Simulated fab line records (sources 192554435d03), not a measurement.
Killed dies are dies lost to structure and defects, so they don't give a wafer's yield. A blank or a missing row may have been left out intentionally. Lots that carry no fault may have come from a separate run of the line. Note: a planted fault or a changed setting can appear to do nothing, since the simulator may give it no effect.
Matching of chambers || flow n5 finfet || N5_HKMG_FIN_ALD_71 on ald metal-01 has 4 sister chambers
The step deposits TiN, target thk 1 nm, pulse time 1 s, purge time 3 s. 16 wafers are shown with their chamber, then 8 later ones without.

EACH WAFER AND ITS CHAMBER
{"wafer": "L079.1", "chamber": 2, "heater power outer w (W)": 602, "heater power w (W)": 972, "precursor pulse height rel": 0.954}
{"wafer": "L079.2", "chamber": 1, "heater power outer w (W)": 573, "heater power w (W)": 932, "precursor pulse height rel": 0.992}
{"wafer": "L079.6", "chamber": 2, "heater power outer w (W)": 600, "heater power w (W)": 943, "precursor pulse height rel": 1.038}
{"wafer": "L080.1", "chamber": 0, "heater power outer w (W)": 503, "heater power w (W)": 841, "precursor pulse height rel": 1.002}
{"wafer": "L080.3", "chamber": 3, "heater power outer w (W)": 561, "heater power w (W)": 878, "precursor pulse height rel": 0.987}
{"wafer": "L080.6", "chamber": 1, "heater power outer w (W)": 548, "heater power w (W)": 910, "precursor pulse height rel": 1.002}
{"wafer": "L082.2", "chamber": 2, "heater power outer w (W)": 597, "heater power w (W)": 920, "precursor pulse height rel": 1.003}
{"wafer": "L082.3", "chamber": 0, "heater power outer w (W)": 529, "heater power w (W)": 889, "precursor pulse height rel": 0.979}
{"wafer": "L082.5", "chamber": 0, "heater power outer w (W)": 500, "heater power w (W)": 887, "precursor pulse height rel": 0.991}
{"wafer": "L084.1", "chamber": 2, "heater power outer w (W)": 611, "heater power w (W)": 942, "precursor pulse height rel": 0.995}
{"wafer": "L084.3", "chamber": 3, "heater power outer w (W)": 569, "heater power w (W)": 858, "precursor pulse height rel": 0.993}
{"wafer": "L084.6", "chamber": 2, "heater power outer w (W)": 610, "heater power w (W)": 933, "precursor pulse height rel": 1.004}
{"wafer": "L089.1", "chamber": 3, "heater power outer w (W)": 569, "heater power w (W)": 875, "precursor pulse height rel": 0.979}
{"wafer": "L089.3", "chamber": 1, "heater power outer w (W)": 561, "heater power w (W)": 897, "precursor pulse height rel": 1.018}
{"wafer": "L089.4", "chamber": 0, "heater power outer w (W)": 514, "heater power w (W)": 879, "precursor pulse height rel": 1.012}
{"wafer": "L090.2", "chamber": 2, "heater power outer w (W)": 603, "heater power w (W)": 938, "precursor pulse height rel": 1.006}

SIGNATURES (means of the wafers above)
{"reading": "heater power outer w", "chamber 0": 511.50, "chamber 1": 560.67, "chamber 2": 603.83, "chamber 3": 566.33, "scatter within a chamber": 9.25}
{"reading": "heater power w", "chamber 0": 874.00, "chamber 1": 913.00, "chamber 2": 941.33, "chamber 3": 870.33, "scatter within a chamber": 17.9}
{"reading": "precursor pulse height rel", "chamber 0": 0.99600, "chamber 1": 1.00400, "chamber 2": 1.00000, "chamber 3": 0.98633, "scatter within a chamber": 0.0198}
Rule: for each reading, subtract the chamber's mean from the wafer's reading, divide by that reading's scatter and square the result; add these up over the readings and take the root, which gives the wafer's distance from the chamber. The wafer belongs to the nearest chamber; if the next one is less than 2 further off, it can't be placed. How the scatter is found: for the shown wafers, subtract from each reading the mean of its chamber, square and add these, divide the total by (wafers less chambers), then take the root.

WAFERS WHOSE CHAMBER IS MISSING
{"wafer": "L090.3", "heater power outer w (W)": 511, "heater power w (W)": 891, "precursor pulse height rel": 1.022}
{"wafer": "L090.4", "heater power outer w (W)": 567, "heater power w (W)": 896, "precursor pulse height rel": 0.971}
{"wafer": "L094.1", "heater power outer w (W)": 496, "heater power w (W)": 896, "precursor pulse height rel": 1.026}
{"wafer": "L094.5", "heater power outer w (W)": 520, "heater power w (W)": 884, "precursor pulse height rel": 1.008}
{"wafer": "L094.6", "heater power outer w (W)": 567, "heater power w (W)": 923, "precursor pulse height rel": 1.009}
{"wafer": "L096.1", "heater power outer w (W)": 512, "heater power w (W)": 891, "precursor pulse height rel": 1.015}
{"wafer": "L096.3", "heater power outer w (W)": 563, "heater power w (W)": 929, "precursor pulse height rel": 0.998}
{"wafer": "L096.5", "heater power outer w (W)": 506, "heater power w (W)": 869, "precursor pulse height rel": 0.994}

WHICH CHAMBER EACH ONE RAN IN
{"wafer": "L090.3", "from the rows above": 0, "in truth": 0}
{"wafer": "L090.4", "from the rows above": "can't be placed: 3 or 1", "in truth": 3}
{"wafer": "L094.1", "from the rows above": 0, "in truth": 0}
{"wafer": "L094.5", "from the rows above": 0, "in truth": 0}
{"wafer": "L094.6", "from the rows above": 1, "in truth": 1}
{"wafer": "L096.1", "from the rows above": 0, "in truth": 0}
{"wafer": "L096.3", "from the rows above": 1, "in truth": 1}
{"wafer": "L096.5", "from the rows above": 0, "in truth": 0}
Correct placement for 7 of the 8. These rows do not allow placing 1 (true chamber among the candidates in 1). Number placed wrongly: 0.
